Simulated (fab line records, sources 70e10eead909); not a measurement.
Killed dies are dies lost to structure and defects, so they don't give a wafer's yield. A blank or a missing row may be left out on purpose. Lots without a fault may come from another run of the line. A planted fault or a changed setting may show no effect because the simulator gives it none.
Chamber matching | flow nand_harc | NHARC_P_ZERO_WELL_ETCH_65 on rie_diel-08: 4 sister chambers
The step etches the open film in N2/H2, target depth 80 nm, overetch 24 nm, time 87.88 s. 4 wafers are shown with their chamber, then 9 later ones without.

WAFERS WITH THEIR CHAMBER
wafer  | chamber | showerhead_plenum_p_Torr (Torr)
L083.5 | 2       | 2.00
L084.5 | 3       | 1.93
L087.1 | 1       | 2.08
L087.6 | 0       | 1.91

WAFERS WITHOUT THEIR CHAMBER
wafer  | showerhead_plenum_p_Torr (Torr)
L090.1 | 1.99
L090.2 | 1.91
L090.4 | 1.92
L096.1 | 1.99
L096.4 | 1.90
L096.6 | 1.92
L097.1 | 1.90
L097.3 | 1.99
L097.4 | 1.92

WHICH CHAMBER EACH WENT THROUGH
wafer  | from the rows above     | in truth
L090.1 | 2                       | 2
L090.2 | 0                       | 0
L090.4 | can't be placed: 0 or 3 | 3
L096.1 | 2                       | 2
L096.4 | 0                       | 0
L096.6 | can't be placed: 0 or 3 | 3
L097.1 | 0                       | 0
L097.3 | 2                       | 2
L097.4 | can't be placed: 0 or 3 | 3
Placed correctly: 6 of 9. Can't be placed from these rows: 3 (the true chamber is among the candidates in 3). Placed wrongly: 0.
How it was worked out, from the rows above alone: a wafer's distance from a chamber is the root of the sum, over the readings, of the square of ((its reading less the chamber's mean) divided by the reading's scatter). The wafer belongs to the nearest chamber; if the next one is less than 2 further off, it can't be placed. A chamber's mean is the mean of its shown wafers. The scatter: with one shown wafer a chamber, the root of the mean of the squares of how far each hidden wafer lies from its nearest shown one.
